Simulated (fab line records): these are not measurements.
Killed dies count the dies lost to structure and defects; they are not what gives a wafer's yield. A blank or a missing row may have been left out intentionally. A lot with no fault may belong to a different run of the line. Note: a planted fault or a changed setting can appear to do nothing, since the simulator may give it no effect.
Struck lot and sound lot, side by side | flow nand harc | 14 steps out of a route of 1302
Sound: these wafers, L471.1, L471.2, L471.3. Wafers struck: L460.1, L460.2, L460.6. The cause comes at the end.
At each step with rows: each side's tool, then ch and its chambers, then its first start. Under that, the readings that differ: sound wafers | struck wafers | difference of the means | sigmas: that difference in standard deviations of wafers without a fault.
alike: words and numbers the same on both sides, and readings whose means are apart by under 2 such deviations; not compared: readings that were withheld, readings missing a value for some wafer, numbers with overlapping values and no deviation given by the record, and bounds like >300 which may hide the same value.
Wherever a step has rows on one side only, a row that says differs or no value, or a row with sigmas, the two part there. Numbers that don't overlap but have no deviation are shown without sigmas and don't part them. Lack of a reading on every wafer of one side parts them only where that side has two or more wafers.

NHARC_A_CHANNEL_HOLE_D2_STRIP_28: strips in O2.
  sound on rie diel-04 ch 0,1,2; struck on rie diel-04 ch 0,1,2
  alike: drypump motor current A, oes product au, rf vpp V, showerhead plenum p Torr, throttle valve pct
  not compared: rf hours counter h
then, 2 steps without rows for these wafers: NHARC_A_CHANNEL_HOLE_D2_PRECLEAN_29 (cleans in SC1); NHARC_A_CHANNEL_HOLE_D2_SRD_30.
NHARC_A_CHANNEL_HOLE_D2_CD_MEAS_31:
  sound on cd sem-03 at day 21 08:04; struck on cd sem-02 at day 16 11:40
  alike: cd nm
NHARC_A_CHANNEL_HOLE_D2_XSEM_32:
  sound on xsem-01 ch 0, day 21 08:09; struck on xsem-01 ch 0, day 16 11:45
  reading     | sound       | struck      | difference | sigmas
  bow nm (nm) | 8.9 8.9 8.9 | 7.9 8.0 7.9 | -1.0       | -3
  alike: bot cd nm, tilt deg
NHARC_A_CHANNEL_HOLE_D2_INSPECT_40:
  sound on defect inspect-01 at day 21 08:14; struck on defect inspect-01 at day 16 11:50
  alike: raw defect count
then, 2 steps without rows for these wafers: NHARC_A_CHANNEL_FILL_D2_PRECLEAN_00 (cleans in SC1); NHARC_A_CHANNEL_FILL_D2_SRD_01.
NHARC_A_CHANNEL_FILL_D2_ALD_02: deposits SiO2, target thk 6 nm, pulse time 10 s, ald cycles 60.
  sound on ald hk-02 ch 0,1,2, day 21 08:26; struck on ald hk-03 ch 1,3, day 16 12:07
  alike: ald cycles, heater power w, precursor pulse height rel
  not compared: since wet clean h
then, 1 step without rows for these wafers: NHARC_A_CHANNEL_FILL_D2_ALD_03 (deposits SiNx, target thk 6 nm, pulse time 60 s, ald cycles 58).
NHARC_A_CHANNEL_FILL_D2_ALD_14: deposits SiO2, target thk 2.5 nm, pulse time 10 s, ald cycles 25.
  sound on ald hk-03 ch 1,2,3, day 21 15:46; struck on ald hk-02 ch 1,3, day 16 17:52
  alike: ald cycles, heater power w, precursor pulse height rel
  not compared: since wet clean h
NHARC_A_CHANNEL_FILL_D2_ALD_15: deposits SiNx, target thk 2 nm, pulse time 60 s, ald cycles 19.
  sound on ald sin batch-02 ch 0; struck on ald sin batch-02 ch 0
  alike: ald cycles, precursor pulse height rel
NHARC_A_CHANNEL_FILL_D2_ALD_16: deposits SiO2, target thk 1.5 nm, pulse time 10 s, ald cycles 15.
  sound on ald hk-03 ch 0,2,3, day 21 20:43; struck on ald hk-03 ch 0,1, day 16 22:58
  reading    | sound    | struck   | difference | sigmas
  ald cycles | 15 15 15 | 13 13 13 | -2         |
  alike: heater power w, precursor pulse height rel
  not compared: since wet clean h
then, 1 step without rows for these wafers: NHARC_A_CHANNEL_FILL_D2_ANNEAL_17 (time 1800 s).

## WHERE THEY PART
Only at NHARC_A_CHANNEL_HOLE_D2_XSEM_32, as far as this record shows. Later steps at which nothing parts them and some readings are alike: NHARC_A_CHANNEL_HOLE_D2_INSPECT_40, NHARC_A_CHANNEL_FILL_D2_ALD_02, NHARC_A_CHANNEL_FILL_D2_ALD_14, NHARC_A_CHANNEL_FILL_D2_ALD_15, NHARC_A_CHANNEL_FILL_D2_ALD_16.

WHY: whatever the simulator had introduced
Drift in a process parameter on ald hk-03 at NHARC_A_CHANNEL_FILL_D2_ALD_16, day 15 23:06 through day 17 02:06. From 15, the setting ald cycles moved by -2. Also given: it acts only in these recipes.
